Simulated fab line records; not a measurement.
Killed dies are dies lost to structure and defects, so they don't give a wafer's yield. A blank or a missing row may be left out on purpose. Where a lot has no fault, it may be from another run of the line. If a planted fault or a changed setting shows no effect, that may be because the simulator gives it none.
Chamber matching :: flow nand-harc :: pecvd-01 running NHARC_A_STAIRCASE_DEP_151: 3 sister chambers
The step deposits SiO2, target thk 7200 nm. 3 wafers are shown with their chamber, then 7 later ones without.

WAFERS WITH THEIR CHAMBER
wafer: L081.6
chamber: 1
heater-power-w (W): 532

wafer: L093.3
chamber: 2
heater-power-w (W): 747

wafer: L093.4
chamber: 0
heater-power-w (W): 583

WAFERS WHOSE CHAMBER IS MISSING
wafer: L093.6
heater-power-w (W): 568

wafer: L092.4
heater-power-w (W): 590

wafer: L092.5
heater-power-w (W): 630

wafer: L092.6
heater-power-w (W): 568

wafer: L095.2
heater-power-w (W): 608

wafer: L095.3
heater-power-w (W): 786

wafer: L095.6
heater-power-w (W): 569

WHICH CHAMBER EACH ONE RAN IN
wafer: L093.6
from the rows above: can't be placed: 0 or 1
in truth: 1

wafer: L092.4
from the rows above: can't be placed: 0 or 1
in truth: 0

wafer: L092.5
from the rows above: can't be placed: 0 or 1
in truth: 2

wafer: L092.6
from the rows above: can't be placed: 0 or 1
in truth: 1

wafer: L095.2
from the rows above: can't be placed: 0 or 1
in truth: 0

wafer: L095.3
from the rows above: 2
in truth: 2

wafer: L095.6
from the rows above: can't be placed: 0 or 1
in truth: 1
Correct placement for 1 of the 7. These rows do not allow placing 6 (true chamber among the candidates in 5). 0 placed wrongly.
How it was worked out, from the rows above alone: a wafer's distance from a chamber is the root of the sum, over the readings, of the square of ((its reading less the chamber's mean) divided by the reading's scatter). The wafer belongs to the nearest chamber; if the next one is less than 2 further off, it can't be placed. Each chamber's mean is taken over the wafers shown for it. The scatter: with one shown wafer a chamber, the root of the mean of the squares of how far each hidden wafer lies from its nearest shown one.
